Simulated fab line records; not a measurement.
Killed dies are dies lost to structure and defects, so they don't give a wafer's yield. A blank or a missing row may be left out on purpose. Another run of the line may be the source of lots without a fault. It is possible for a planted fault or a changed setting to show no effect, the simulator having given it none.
Chamber matching :: flow nandHarc :: NHARC_A_M0_DEP_32 on pecvd-03 has 3 sister chambers
The step deposits SiCN, target thk 30 nm. 6 wafers are shown with their chamber, then 10 later ones without.

EACH WAFER AND ITS CHAMBER
wafer: L078.5
chamber: 1
heaterPowerW (W): 652
rfFwdPowerW (W): 448.2

wafer: L085.6
chamber: 2
heaterPowerW (W): 393
rfFwdPowerW (W): 448.0

wafer: L089.2
chamber: 1
heaterPowerW (W): 635
rfFwdPowerW (W): 450.2

wafer: L089.4
chamber: 0
heaterPowerW (W): 635
rfFwdPowerW (W): 449.8

wafer: L092.1
chamber: 2
heaterPowerW (W): 452
rfFwdPowerW (W): 447.3

wafer: L092.2
chamber: 0
heaterPowerW (W): 537
rfFwdPowerW (W): 450.6

WAFERS WHOSE CHAMBER IS MISSING
wafer: L092.6
heaterPowerW (W): 655
rfFwdPowerW (W): 451.5

wafer: L091.3
heaterPowerW (W): 560
rfFwdPowerW (W): 449.3

wafer: L091.4
heaterPowerW (W): 579
rfFwdPowerW (W): 450.3

wafer: L091.5
heaterPowerW (W): 389
rfFwdPowerW (W): 449.0

wafer: L096.1
heaterPowerW (W): 646
rfFwdPowerW (W): 451.5

wafer: L096.3
heaterPowerW (W): 465
rfFwdPowerW (W): 448.0

wafer: L096.4
heaterPowerW (W): 641
rfFwdPowerW (W): 450.2

wafer: L095.1
heaterPowerW (W): 627
rfFwdPowerW (W): 449.4

wafer: L095.4
heaterPowerW (W): 432
rfFwdPowerW (W): 447.9

wafer: L095.6
heaterPowerW (W): 609
rfFwdPowerW (W): 450.8

WHICH CHAMBER EACH WENT THROUGH
wafer: L092.6
from the rows above: can't be placed: 0 or 1
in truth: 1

wafer: L091.3
from the rows above: can't be placed: 0 or 1
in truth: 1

wafer: L091.4
from the rows above: can't be placed: 0 or 1
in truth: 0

wafer: L091.5
from the rows above: 2
in truth: 2

wafer: L096.1
from the rows above: can't be placed: 0 or 1
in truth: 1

wafer: L096.3
from the rows above: 2
in truth: 2

wafer: L096.4
from the rows above: can't be placed: 1 or 0
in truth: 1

wafer: L095.1
from the rows above: can't be placed: 1 or 0
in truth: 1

wafer: L095.4
from the rows above: 2
in truth: 2

wafer: L095.6
from the rows above: can't be placed: 0 or 1
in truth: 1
Correctly placed: 3 of 10. Can't be placed from these rows: 7 (the true chamber is among the candidates in 7). Wrongly placed: 0.
How it was worked out, from the rows above alone: a wafer's distance from a chamber is the root of the sum, over the readings, of the square of ((its reading less the chamber's mean) divided by the reading's scatter). If the next closest chamber is less than 2 further off than the closest, the wafer can't be placed; otherwise it belongs to the closest. A chamber's mean is the mean of its shown wafers. The scatter is the square root of a quotient: the sum, over the shown wafers, of each reading's squared deviation from its chamber's mean, divided by wafers minus chambers.
